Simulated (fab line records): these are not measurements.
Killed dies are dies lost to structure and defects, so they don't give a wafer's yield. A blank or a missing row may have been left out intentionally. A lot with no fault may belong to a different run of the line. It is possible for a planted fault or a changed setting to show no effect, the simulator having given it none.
fab line records ; flow n5-finfet ; part 1 of 2: steps 1 to 21 of 32
record lots=5; wafers=15; last-day=16
route steps=1938 shown HKMG_FIN@402
lots untouched by any fault: they come from a run of this same line in which no faults occurred
start-h: the number of hours between the record's first day and the start of the first shown wafer of the lot ; wait-h: hours since the lot's step before ; " the same as in the row above ; L1.1+2: one row covering several wafers at once ; - no value present, or no start provided ; * or withheld: withheld ; < > ~ a bound
route shown NAME@n: NAME is a module with steps in the file, n the number in the route of the first one ; usual: mean/standard deviation taken from wafers without a fault ; same: alike in all rows ; chamber/n: place in a boat ; sites: per-site readings ; _std_site: their standard deviation ; _edge_site: mean of outer sites minus mean of inner sites ; radius-mm: for every site, how far away it sits from the centre of the wafer ; mask NAME#n: copy n ; behind: the tool/chamber that last shaped the wafer ; hold: why the lot was held/for how many hours/how that ended ; device: the transistor (n, p or np) that didn't switch ; end of line: at the end of the route, the tests of the same wafers ; a step with no rows: only its recipe ; killed: at the first sort, the dies lost to defects and structure; wafer yield is something else ; map: a wafer's dies, x killed, . not, _ none there
set.NAME: the run value of the setting; set.NAME@STEP: its run value at that earlier step ; model.NAME: the simulator's own value behind a step, which no gauge read
lots at some steps of the route; a table a step, a row a wafer
services: the hour from which a tool's chamber was out of use, counted from the record's first day as start-h (under 0 if before that day), plus the number of hours and why
## steps
# step N5_HKMG_FIN_ETCH_54
# recipe chemistry=CF4; target=SiARC; target-depth-a=455; mask-material=CAR-ArF; time-s=75.8; ion-energy-ev=80; pressure-mtorr=40; source-w=545; bias-w=36; Ar_flow_sccm=100; cf4-flow-sccm=100; ends=cleared
# usual drypump-motor-current-A=5.8/0.5; etch-rf-on-time-s=77.1/1.6; oes-product-au=0.65/0.073; rf-vpp-V=183.8/1.2; showerhead-plenum-p-Torr=2.12/0.069; throttle-valve-pct=15.60/0.26
lot.wafer;tool;chamber;start-h;wait-h;drypump-motor-current-A;etch-rf-on-time-s;oes-product-au;rf-hours-counter-h;rf-vpp-V;showerhead-plenum-p-Torr;throttle-valve-pct
L074.2;rie-diel-03;1;74.65;0.0;5.2;79.1;0.59;217;184.7;2.20;15.61
L074.4;rie-diel-03;3;74.65;0.0;6.5;78.0;0.62;173;186.9;2.22;15.57
L074.5;rie-diel-03;0;74.65;0.0;5.6;78.0;0.60;-;183.1;2.05;15.58
L075.1;rie-diel-04;1;76.90;0.0;6.4;82.0;0.57;218;184.8;2.20;15.60
L075.3;rie-diel-04;0;76.90;0.0;6.0;76.9;0.67;97;182.4;2.16;15.90
L075.5;rie-diel-04;3;76.90;0.0;5.2;77.1;0.62;-;184.4;2.04;15.45
L081.2;rie-diel-03;3;117.79;0.0;6.5;77.9;0.62;186;185.2;2.21;15.57
L081.5;rie-diel-03;0;117.79;0.0;5.6;77.2;0.60;-;183.3;2.04;15.60
L081.6;rie-diel-03;3;117.79;0.0;6.5;76.2;0.63;-;185.0;2.21;15.63
L083.1;rie-diel-03;2;129.86;0.0;5.3;75.7;0.68;104;183.7;2.07;15.24
L083.3;rie-diel-03;1;129.86;0.0;5.2;76.1;0.59;234;184.0;2.19;15.64
L083.5;rie-diel-03;3;129.86;0.0;6.5;76.9;0.63;-;184.9;2.21;15.62
L087.3;rie-diel-04;0;152.97;0.0;6.0;77.3;0.66;123;184.2;2.15;15.97
L087.4;rie-diel-04;1;152.97;0.0;6.4;81.4;0.56;-;185.1;2.18;15.64
L087.6;rie-diel-04;0;152.97;0.0;6.0;77.2;0.65;-;183.4;2.15;15.96
# step N5_HKMG_FIN_ETCH_55
# recipe chemistry=N2/H2; target=SOC; target-depth-a=2400; temp-c=40; time-s=300; ion-energy-ev=200; mask-material=SiARC; pressure-mtorr=30; source-w=840; bias-w=150; n2-flow-sccm=200; h2-flow-sccm=200
# usual drypump-motor-current-A=5.9/0.5; oes-product-au=0.76/0.088; rf-vpp-V=523.3/2.6; showerhead-plenum-p-Torr=2.52/0.088; throttle-valve-pct=17.85/0.29
lot.wafer;tool;chamber;start-h;wait-h;drypump-motor-current-A;oes-product-au;rf-hours-counter-h;rf-vpp-V;showerhead-plenum-p-Torr;throttle-valve-pct
L074.2;rie-diel-03;1;74.70;0.0;5.2;0.70;217;526.6;2.63;17.85
L074.4;rie-diel-03;3;74.70;0.0;6.5;0.73;173;527.5;2.65;17.93
L074.5;rie-diel-03;0;74.70;0.0;5.6;0.70;-;521.2;2.44;17.93
L075.1;rie-diel-04;1;76.95;0.0;6.4;0.67;218;525.7;2.63;17.93
L075.3;rie-diel-04;0;76.95;0.0;6.0;0.79;97;524.1;2.57;18.20
L075.5;rie-diel-04;3;76.95;0.0;5.2;0.73;-;520.6;2.41;17.60
L081.2;rie-diel-03;3;117.84;0.0;6.5;0.72;186;526.7;2.64;17.97
L081.5;rie-diel-03;0;117.84;0.0;5.6;0.69;-;519.3;2.44;17.94
L081.6;rie-diel-03;3;117.84;0.0;6.5;0.73;-;527.6;2.64;17.96
L083.1;rie-diel-03;2;129.91;0.0;5.3;0.79;104;521.5;2.46;17.47
L083.3;rie-diel-03;1;129.91;0.0;5.2;0.69;234;526.7;2.62;17.90
L083.5;rie-diel-03;3;129.91;0.0;6.5;0.73;-;525.6;2.64;17.99
L087.3;rie-diel-04;0;153.02;0.0;6.0;0.75;123;524.6;2.55;18.25
L087.4;rie-diel-04;1;153.02;0.0;6.4;0.66;-;526.6;2.61;17.99
L087.6;rie-diel-04;0;153.02;0.0;6.0;0.75;-;524.9;2.56;18.26
# step N5_HKMG_FIN_STRIP_56
# recipe chemistry=N2/H2; temp-c=40; n2-flow-sccm=200; h2-flow-sccm=200; rf-frequency-hz=6e+07
lot.wafer;tool;chamber;start-h;wait-h
L074.2+4+5;rie-diel-03;1,3,0;74.88;0.1
L075.1+3+5;rie-diel-04;1,0,3;77.13;0.1
L081.2+5+6;rie-diel-03;3,0,3;118.02;0.1
L083.1+3+5;rie-diel-03;2,1,3;130.09;0.1
L087.3+4+6;rie-diel-04;0,1,0;153.20;0.1
# step N5_HKMG_FIN_STRIP_57
# recipe chemistry=CF4; resist=SiARC; power-w=300; bias-power-w=75; pressure-mtorr=50; cf4-flow-sccm=150; rf-frequency-hz=6e+07
# usual drypump-motor-current-A=5.8/0.5; oes-product-au=0.76/0.078; rf-vpp-V=270.9/1.4; showerhead-plenum-p-Torr=1.77/0.057; throttle-valve-pct=13.58/0.26
lot.wafer;tool;chamber;start-h;wait-h;drypump-motor-current-A;oes-product-au;rf-hours-counter-h;rf-vpp-V;showerhead-plenum-p-Torr;throttle-valve-pct
L074.2;rie-diel-03;1;74.89;0.0;5.2;0.70;217;272.0;1.84;13.60
L074.4;rie-diel-03;3;74.89;0.0;6.5;0.74;173;272.7;1.86;13.59
L074.5;rie-diel-03;0;74.89;0.0;5.6;0.70;-;268.2;1.72;13.57
L075.1;rie-diel-04;1;77.14;0.0;6.4;0.70;218;272.7;1.83;13.57
L075.3;rie-diel-04;0;77.14;0.0;6.0;0.79;97;272.7;1.81;13.84
L075.5;rie-diel-04;3;77.14;0.0;5.1;0.72;-;269.4;1.70;13.45
L081.2;rie-diel-03;3;118.03;0.0;6.5;0.73;186;272.4;1.86;13.60
L081.5;rie-diel-03;0;118.03;0.0;5.6;0.70;-;268.7;1.71;13.59
L081.6;rie-diel-03;3;118.03;0.0;6.5;0.74;-;272.8;1.86;13.62
L083.1;rie-diel-03;2;130.10;0.0;5.3;0.78;104;269.5;1.73;13.22
L083.3;rie-diel-03;1;130.10;0.0;5.2;0.69;234;272.3;1.84;13.64
L083.5;rie-diel-03;3;130.10;0.0;6.5;0.73;-;273.6;1.86;13.61
L087.3;rie-diel-04;0;153.21;0.0;6.0;0.76;123;270.7;1.80;13.90
L087.4;rie-diel-04;1;153.21;0.0;6.4;0.68;-;272.4;1.82;13.63
L087.6;rie-diel-04;0;153.21;0.0;6.0;0.76;-;271.5;1.80;13.90
# step N5_HKMG_FIN_ETCH_58
# recipe chemistry=N2/H2; target=SOC; target-depth-a=2158; ion-energy-ev=50; bias-w=13; time-s=741; pressure-mtorr=30; source-w=875; n2-flow-sccm=200; h2-flow-sccm=200
# usual drypump-motor-current-A=5.9/0.5; oes-product-au=0.76/0.087; rf-vpp-V=99.0/0.88; showerhead-plenum-p-Torr=2.52/0.088; throttle-valve-pct=17.80/0.29
lot.wafer;tool;chamber;start-h;wait-h;drypump-motor-current-A;oes-product-au;rf-hours-counter-h;rf-vpp-V;showerhead-plenum-p-Torr;throttle-valve-pct
L074.2;rie-diel-03;1;74.91;0.0;5.2;0.69;218;99.0;2.63;17.83
L074.4;rie-diel-03;3;74.91;0.0;6.5;0.73;173;100.6;2.65;17.90
L074.5;rie-diel-03;0;74.91;0.0;5.7;0.71;-;97.7;2.44;17.86
L075.1;rie-diel-04;1;77.16;0.0;6.4;0.67;218;98.1;2.63;17.89
L075.3;rie-diel-04;0;77.16;0.0;6.0;0.79;98;99.6;2.57;18.16
L075.5;rie-diel-04;3;77.16;0.0;5.2;0.73;-;99.4;2.41;17.58
L081.2;rie-diel-03;3;118.05;0.0;6.5;0.73;186;99.4;2.64;17.91
L081.5;rie-diel-03;0;118.05;0.0;5.7;0.69;-;99.0;2.44;17.89
L081.6;rie-diel-03;3;118.05;0.0;6.5;0.72;-;99.2;2.64;17.91
L083.1;rie-diel-03;2;130.12;0.0;5.3;0.79;104;98.9;2.46;17.43
L083.3;rie-diel-03;1;130.12;0.0;5.2;0.69;235;100.2;2.62;17.88
L083.5;rie-diel-03;3;130.12;0.0;6.5;0.72;-;98.9;2.64;17.93
L087.3;rie-diel-04;0;153.23;0.0;6.0;0.76;123;98.8;2.56;18.21
L087.4;rie-diel-04;1;153.23;0.0;6.4;0.65;-;100.2;2.61;17.94
L087.6;rie-diel-04;0;153.23;0.0;6.0;0.76;-;100.3;2.55;18.20
# step N5_HKMG_FIN_STRIP_93
# recipe chemistry=N2/H2; material=SOC; time-s=20; power-w=500; temp-c=40; pressure-mtorr=50; rf-frequency-hz=6e+07; bias-power-w=8; h2-frac=0.5; n2-flow-sccm=300; h2-flow-sccm=300
# usual drypump-motor-current-A=5.9/0.5; oes-product-au=0.76/0.087; rf-vpp-V=54.2/0.92; showerhead-plenum-p-Torr=3.33/0.11; throttle-valve-pct=19.1/0.4
lot.wafer;tool;chamber;start-h;wait-h;drypump-motor-current-A;oes-product-au;rf-hours-counter-h;rf-vpp-V;showerhead-plenum-p-Torr;throttle-valve-pct
L074.2;rie-diel-03;1;75.34;0.2;5.2;0.70;218;54.6;3.46;19.1
L074.4;rie-diel-03;3;75.34;0.2;6.5;0.73;173;54.3;3.49;19.3
L074.5;rie-diel-03;0;75.34;0.2;5.7;0.70;-;53.8;3.23;19.1
L075.1;rie-diel-04;1;77.59;0.2;6.4;0.67;218;53.4;3.47;19.3
L075.3;rie-diel-04;0;77.59;0.2;6.0;0.78;98;54.7;3.39;19.6
L075.5;rie-diel-04;3;77.59;0.2;5.2;0.71;-;54.2;3.19;18.6
L081.2;rie-diel-03;3;118.48;0.2;6.5;0.73;187;54.6;3.48;19.3
L081.5;rie-diel-03;0;118.48;0.2;5.6;0.70;-;53.2;3.22;19.2
L081.6;rie-diel-03;3;118.48;0.2;6.5;0.73;-;56.6;3.49;19.3
L083.1;rie-diel-03;2;130.55;0.2;5.3;0.78;104;54.0;3.25;18.8
L083.3;rie-diel-03;1;130.55;0.2;5.2;0.68;235;55.0;3.46;19.1
L083.5;rie-diel-03;3;130.55;0.2;6.5;0.72;-;54.4;3.48;19.3
L087.3;rie-diel-04;0;153.66;0.2;6.0;0.76;123;55.7;3.37;19.6
L087.4;rie-diel-04;1;153.66;0.2;6.4;0.65;-;54.3;3.45;19.3
L087.6;rie-diel-04;0;153.66;0.2;6.0;0.76;-;52.2;3.37;19.6
# step N5_HKMG_FIN_WET_ETCH_76
# recipe chemistry=dNH4OH; mix=1:50; temp-c=25; target=Al2O3; stop-on=La2O3; target-depth-nm=2.25; dry=ipa-marangoni; rinse-time-s=30; rinse-temp-c=23
lot.wafer;tool;chamber;start-h;wait-h
L074.2+4+5;wet-bench-01;1,3,5;75.42;0.1
L075.1+3+5;wet-bench-01;0,5,4;77.67;0.1
L081.2+5+6;wet-bench-04;1,3,4;118.56;0.1
L083.1+3+5;wet-bench-01;5,2,4;130.63;0.1
L087.3+4+6;wet-bench-04;6,7,0;153.74;0.1
# step N5_HKMG_FIN_STRIP_60
# recipe chemistry=N2/H2; power-w=2500; temp-c=300; h2-frac=0.65; time-s=360; pressure-mtorr=withheld; n2-flow-sccm=1750; h2-flow-sccm=3250
# usual drypump-motor-current-A=5.89/0.18; heater-power-w=461/42
lot.wafer;tool;chamber;start-h;wait-h;drypump-motor-current-A;heater-power-w;rf-hours-counter-h
L074.2;plasma-asher-01;0;75.49;0.0;6.02;486;34
L074.4;plasma-asher-01;0;75.49;0.0;6.02;475;-
L074.5;plasma-asher-01;1;75.49;0.0;5.76;426;-
L075.1;plasma-asher-01;0;77.74;0.0;6.02;484;35
L075.3;plasma-asher-01;1;77.74;0.0;5.78;417;-
L075.5;plasma-asher-01;1;77.74;0.0;5.82;414;-
L081.2;plasma-asher-01;1;118.63;0.0;5.81;422;44
L081.5;plasma-asher-01;0;118.63;0.0;6.03;464;-
L081.6;plasma-asher-01;1;118.63;0.0;5.79;423;-
L083.1;plasma-asher-02;1;130.70;0.0;5.59;529;87
L083.3;plasma-asher-02;1;130.70;0.0;5.60;541;-
L083.5;plasma-asher-02;0;130.70;0.0;6.09;423;-
L087.3;plasma-asher-01;0;153.94;0.1;6.04;483;-
L087.4;plasma-asher-01;1;153.94;0.1;5.79;428;-
L087.6;plasma-asher-01;1;153.94;0.1;5.77;422;-
# step N5_HKMG_FIN_WET_ETCH_77
# recipe chemistry=dHCl; mix=1:10000; temp-c=25; target=La2O3; stop-on=HfO2; target-depth-nm=2
lot.wafer;tool;chamber;start-h;wait-h
L074.2+4+5;wet-bench-02;2,0,1;75.88;0.3
L075.1+3+5;wet-bench-02;1,6,0;78.13;0.3
L081.2+5+6;wet-bench-01;1,2,0;119.02;0.3
L083.1+3+5;wet-bench-04;7,4,5;131.09;0.3
L087.3+4+6;wet-bench-01;6,1,0;154.20;0.1
# step N5_HKMG_FIN_WET_ETCH_78
# recipe chemistry=dNH4OH; mix=1:50; temp-c=25; target=Al2O3; stop-on=La2O3; target-depth-nm=4.5; dry=ipa-marangoni; rinse-time-s=30; rinse-temp-c=23
lot.wafer;tool;chamber;start-h;wait-h
L074.2+4+5;wet-bench-02;2,0,1;75.91;0.0
L075.1+3+5;wet-bench-02;1,6,0;78.16;0.0
L081.2+5+6;wet-bench-01;1,2,0;119.08;0.0
L083.1+3+5;wet-bench-04;7,4,5;131.12;0.0
L087.3+4+6;wet-bench-01;6,1,0;154.23;0.0
# step N5_HKMG_FIN_ALD_79
# recipe material=TiN; target-thk-a=15; temp-c=400; ald-precursor-family=TiCl4; ald-co-reactant=NH3; pulse-time-s=1; purge-time-s=3; co-reactant-purge-time-s=2; co-reactant-pulse-time-s=2; ald-cycles=68; pressure-torr=3
# usual heater-power-w=844/86; precursor-pulse-height-rel=1.003/0.02
lot.wafer;tool;chamber;start-h;wait-h;heater-power-w;precursor-pulse-height-rel
L074.2;ald-metal-03;3;75.98;0.0;915;1.003
L074.4;ald-metal-03;1;75.98;0.0;824;0.989
L074.5;ald-metal-03;1;75.98;0.0;829;1.001
L075.1;ald-metal-01;2;78.23;0.0;709;1.018
L075.3;ald-metal-01;0;78.23;0.0;879;0.976
L075.5;ald-metal-01;1;78.23;0.0;807;0.980
L081.2;ald-metal-01;0;119.19;0.0;913;1.001
L081.5;ald-metal-01;3;119.19;0.0;856;0.991
L081.6;ald-metal-01;2;119.19;0.0;717;1.031
L083.1;ald-metal-03;2;131.20;0.0;1004;0.999
L083.3;ald-metal-03;1;131.20;0.0;814;0.979
L083.5;ald-metal-03;2;131.20;0.0;985;0.979
L087.3;ald-metal-02;2;154.30;0.0;708;1.022
L087.4;ald-metal-02;1;154.30;0.0;761;1.008
L087.6;ald-metal-02;1;154.30;0.0;769;1.009
# step N5_HKMG_FIN_CVD_62
# recipe material=a-Si; target-thk-a=30; temp-c=500; precursor=Si2H6; pressure-torr=1; time-s=20.8
# usual heater-power-w=1366/130
lot.wafer;tool;chamber;start-h;wait-h;heater-power-w
L074.2;thermal-cvd-si-02;2;76.34;0.2;1482
L074.4;thermal-cvd-si-02;1;76.34;0.2;1482
L074.5;thermal-cvd-si-02;2;76.34;0.2;1522
L075.1;thermal-cvd-si-01;2;78.59;0.2;1211
L075.3;thermal-cvd-si-01;1;78.59;0.2;1283
L075.5;thermal-cvd-si-01;0;78.59;0.2;1233
L081.2;thermal-cvd-si-01;2;119.55;0.2;1220
L081.5;thermal-cvd-si-01;1;119.55;0.2;1277
L081.6;thermal-cvd-si-01;2;119.55;0.2;1205
L083.1;thermal-cvd-si-01;2;131.56;0.2;1236
L083.3;thermal-cvd-si-01;0;131.56;0.2;1234
L083.5;thermal-cvd-si-01;1;131.56;0.2;1315
L087.3;thermal-cvd-si-01;0;154.67;0.2;1230
L087.4;thermal-cvd-si-01;0;154.67;0.2;1249
L087.6;thermal-cvd-si-01;1;154.67;0.2;1303
# step N5_HKMG_FIN_RTA_80
# recipe temp-c=withheld; time-s=2; ambient=N2; idle-temp-c=600; ramp-up-c-per-s=150; ramp-down-c-per-s=60; cool-to-c=600
lot.wafer;tool;chamber;start-h;wait-h
L074.2+4+5;rtp-anneal-02;0;76.50;0.1
L075.1+3+5;rtp-anneal-01;0;78.72;0.1
L081.2+5+6;rtp-anneal-02;0;119.82;0.2
L083.1+3+5;rtp-anneal-02;0;131.74;0.1
L087.3+4+6;rtp-anneal-02;0;154.95;0.2
# step N5_HKMG_FIN_PRECLEAN_64
# recipe chemistry=dHF; time-s=30; temp-c=25; dilution=withheld
lot.wafer;tool;chamber;start-h;wait-h
L074.2+4+5;wet-bench-02;5,6,7;76.74;0.2
L075.1+3+5;wet-bench-02;2,4,1;78.88;0.1
L081.2+5+6;wet-bench-04;4,3,7;119.95;0.1
L083.1+3+5;wet-bench-04;6,3,4;131.88;0.1
L087.3+4+6;wet-bench-01;4,5,7;155.05;0.1
# step N5_HKMG_FIN_WET_ETCH_65
# recipe chemistry=TMAH; temp-c=70; conc-wt-pct=5; target=a-Si; stop-on=TiN; time-s=49; target-depth-nm=3
lot.wafer;tool;chamber;start-h;wait-h
L074.2+4+5;wet-bench-02;5,6,7;76.75;0.0
L075.1+3+5;wet-bench-02;2,4,1;78.89;0.0
L081.2+5+6;wet-bench-04;4,3,7;119.96;0.0
L083.1+3+5;wet-bench-04;6,3,4;131.90;0.0
L087.3+4+6;wet-bench-01;4,5,7;155.06;0.0
# step N5_HKMG_FIN_WET_ETCH_81
# recipe chemistry=SC1; target=TiN; stop-on=HfO2; mix=1:1:5; temp-c=60; time-s=57; target-depth-nm=6
lot.wafer;tool;chamber;start-h;wait-h
L074.2+4+5;wet-bench-02;5,6,7;76.77;0.0
L075.1+3+5;wet-bench-02;2,4,1;78.91;0.0
L081.2+5+6;wet-bench-04;4,3,7;119.97;0.0
L083.1+3+5;wet-bench-04;6,3,4;131.91;0.0
L087.3+4+6;wet-bench-01;4,5,7;155.08;0.0
# step N5_HKMG_FIN_WET_ETCH_82
# recipe chemistry=dHCl; mix=1:10000; temp-c=25; target=La2O3; stop-on=HfO2; target-depth-nm=2; dry=ipa-marangoni; rinse-time-s=30; rinse-temp-c=23
lot.wafer;tool;chamber;start-h;wait-h
L074.2+4+5;wet-bench-02;5,6,7;76.80;0.0
L075.1+3+5;wet-bench-02;2,4,1;78.94;0.0
L081.2+5+6;wet-bench-04;4,3,7;120.01;0.0
L083.1+3+5;wet-bench-04;6,3,4;131.95;0.0
L087.3+4+6;wet-bench-01;4,5,7;155.11;0.0
# step N5_HKMG_FIN_ALD_36
# recipe material=TiN; target-thk-a=10; temp-c=400; ald-precursor-family=TiCl4; ald-co-reactant=NH3; pulse-time-s=1; purge-time-s=3; co-reactant-purge-time-s=2; co-reactant-pulse-time-s=2; ald-cycles=47; pressure-torr=3
# usual heater-power-w=848/93; precursor-pulse-height-rel=1.000/0.021
lot.wafer;tool;chamber;start-h;wait-h;heater-power-w;precursor-pulse-height-rel
L074.2;ald-metal-01;3;76.86;0.0;839;1.018
L074.4;ald-metal-01;1;76.86;0.0;806;0.997
L074.5;ald-metal-01;2;76.86;0.0;717;0.985
L075.1;ald-metal-02;1;79.00;0.0;746;1.005
L075.3;ald-metal-02;2;79.00;0.0;708;0.992
L075.5;ald-metal-02;0;79.00;0.0;986;1.007
L081.2;ald-metal-01;1;120.07;0.0;810;1.008
L081.5;ald-metal-01;3;120.07;0.0;851;1.026
L081.6;ald-metal-01;0;120.07;0.0;900;0.979
L083.1;ald-metal-02;1;132.02;0.0;760;0.975
L083.3;ald-metal-02;0;132.02;0.0;970;0.989
L083.5;ald-metal-02;1;132.02;0.0;779;0.977
L087.3;ald-metal-03;2;155.17;0.0;993;1.002
L087.4;ald-metal-03;3;155.17;0.0;870;0.986
L087.6;ald-metal-03;1;155.17;0.0;844;1.026
# step N5_HKMG_FIN_THK_MEAS_70
# recipe thk-meas-gauge=xrf; reads=HfO2_of_HKMG_FIN_HK_ALD_01
# usual HK_THK=1.591/0.018
lot.wafer;tool;chamber;start-h;wait-h;HK_THK[nm]
L074.2;film-metro-02;-;77.14;0.2;1.586
L074.4;film-metro-02;-;77.14;0.2;1.602
L074.5;film-metro-02;-;77.14;0.2;1.587
L075.1;film-metro-01;-;79.28;0.2;1.615
L075.3;film-metro-01;-;79.28;0.2;1.598
L075.5;film-metro-01;-;79.28;0.2;1.583
L081.2;film-metro-02;-;120.35;0.2;1.586
L081.5;film-metro-02;-;120.35;0.2;1.570
L081.6;film-metro-02;-;120.35;0.2;1.601
L083.1;film-metro-02;-;132.56;0.4;1.602
L083.3;film-metro-02;-;132.56;0.4;1.560
L083.5;film-metro-02;-;132.56;0.4;1.585
L087.3;film-metro-01;-;155.45;0.2;1.607
L087.4;film-metro-01;-;155.45;0.2;1.582
L087.6;film-metro-01;-;155.45;0.2;1.607
# step N5_HKMG_FIN_PWFM_ALD_03
# recipe material=TiN; target-thk-a=20; temp-c=400; ald-precursor-family=TiCl4; ald-co-reactant=NH3; pulse-time-s=1; purge-time-s=3; co-reactant-purge-time-s=2; co-reactant-pulse-time-s=2; ald-cycles=91; pressure-torr=3
# usual heater-power-w=848/88; precursor-pulse-height-rel=0.997/0.021
lot.wafer;tool;chamber;start-h;wait-h;heater-power-w;precursor-pulse-height-rel
L074.2;ald-metal-03;1;77.18;0.0;812;1.028
L074.4;ald-metal-03;2;77.18;0.0;992;0.974
L074.5;ald-metal-03;1;77.18;0.0;833;0.980
L075.1;ald-metal-01;3;79.32;0.0;840;1.001
L075.3;ald-metal-01;2;79.32;0.0;708;1.000
L075.5;ald-metal-01;3;79.32;0.0;822;1.010
L081.2;ald-metal-03;2;120.39;0.0;997;0.998
L081.5;ald-metal-03;2;120.39;0.0;987;0.947
L081.6;ald-metal-03;1;120.39;0.0;841;0.993
L083.1;ald-metal-01;3;132.60;0.0;844;0.996
L083.3;ald-metal-01;0;132.60;0.0;859;0.985
L083.5;ald-metal-01;2;132.60;0.0;698;0.990
L087.3;ald-metal-02;2;155.49;0.0;701;0.991
L087.4;ald-metal-02;0;155.49;0.0;1011;0.972
L087.6;ald-metal-02;1;155.49;0.0;761;1.038
# step N5_HKMG_FIN_COAT_29
# recipe resist=SOC; temp-c=250; time-s=60; spin-rpm=1500; resist-thk-nm=300
# usual plate-temp-C=250.00/0.17
lot.wafer;tool;chamber;start-h;wait-h;plate-temp-C
L074.2;litho-track-03;0;77.65;0.2;250.15
L074.4;litho-track-03;0;77.65;0.2;250.10
L074.5;litho-track-03;0;77.65;0.2;249.94
L075.1;litho-track-03;0;79.79;0.2;249.77
L075.3;litho-track-03;0;79.79;0.2;249.96
L075.5;litho-track-03;0;79.79;0.2;250.07
L081.2;litho-track-03;0;120.86;0.2;250.06
L081.5;litho-track-03;0;120.86;0.2;250.33
L081.6;litho-track-03;0;120.86;0.2;250.19
L083.1;litho-track-04;0;133.07;0.2;249.79
L083.3;litho-track-04;0;133.07;0.2;250.08
L083.5;litho-track-04;0;133.07;0.2;249.98
L087.3;litho-track-02;0;155.96;0.2;250.39
L087.4;litho-track-02;0;155.96;0.2;250.05
L087.6;litho-track-02;0;155.96;0.2;250.22
